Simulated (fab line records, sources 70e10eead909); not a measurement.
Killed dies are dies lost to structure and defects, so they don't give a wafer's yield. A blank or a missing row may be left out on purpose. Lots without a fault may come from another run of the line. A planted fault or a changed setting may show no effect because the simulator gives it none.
Which tool did it? | flow nand_harc | 7 lots, 21 wafers sampled, at 2 steps of a route of 1302

WHAT THE GAUGES READ, wafer by wafer
NHARC_HYBRID_BOND_OVL_MEAS_05.
lot  | measured     | on         | overlay_x_nm (nm)
L709 | day 24 16:34 | overlay-01 | -4 -2 13
L718 | day 27 16:44 | overlay-01 | -25 -19 1
L722 | day 29 21:23 | overlay-01 | 21 16 -73
L724 | day 30 06:39 | overlay-01 | -41 29 40
L726 | day 32 09:21 | overlay-02 | -91 33 -30
L728 | day 32 14:01 | overlay-02 | -51 -17 -4
L730 | day 33 13:11 | overlay-01 | 31 -20 -11

WHICH TOOL RAN EACH LOT (tool, then ch and the chambers of the sampled wafers, then the start)
lot  | NHARC_A_BONDPAD_PVD_27
L709 | pvd_sputter-02, day 24 16:34 or earlier
L718 | pvd_sputter-03, day 27 16:44 or earlier
L722 | pvd_sputter-01, day 29 21:23 or earlier
L724 | pvd_sputter-02, day 30 06:39 or earlier
L726 | pvd_sputter-02, day 32 09:21 or earlier
L728 | pvd_sputter-01, day 32 14:01 or earlier
L730 | pvd_sputter-02, day 33 13:11 or earlier
- NHARC_A_BONDPAD_PVD_27: deposits Cu, target thk 30 nm, time 20.49 s.

THE ANSWER, worked out from the rows above alone
Rule: what is usual is taken from the lots themselves. Put in order of their means at a reading, lots are off if they are a third of the lots or fewer, leave a main group of 4 or more, and stand apart from it by a gap of 3 or more times the standard deviation of the main group's means; of several such gaps the widest counts. A main group whose means are all the same, to the digits that the tables above print for the reading, isn't used. A lot without any number at a reading at which 4 lots or more have one is off too. The other lots that the step has rows for count as sound.
No lot is off at any reading shown: from this, nothing can be told.

WHAT THE SIMULATOR HAD PUT IN
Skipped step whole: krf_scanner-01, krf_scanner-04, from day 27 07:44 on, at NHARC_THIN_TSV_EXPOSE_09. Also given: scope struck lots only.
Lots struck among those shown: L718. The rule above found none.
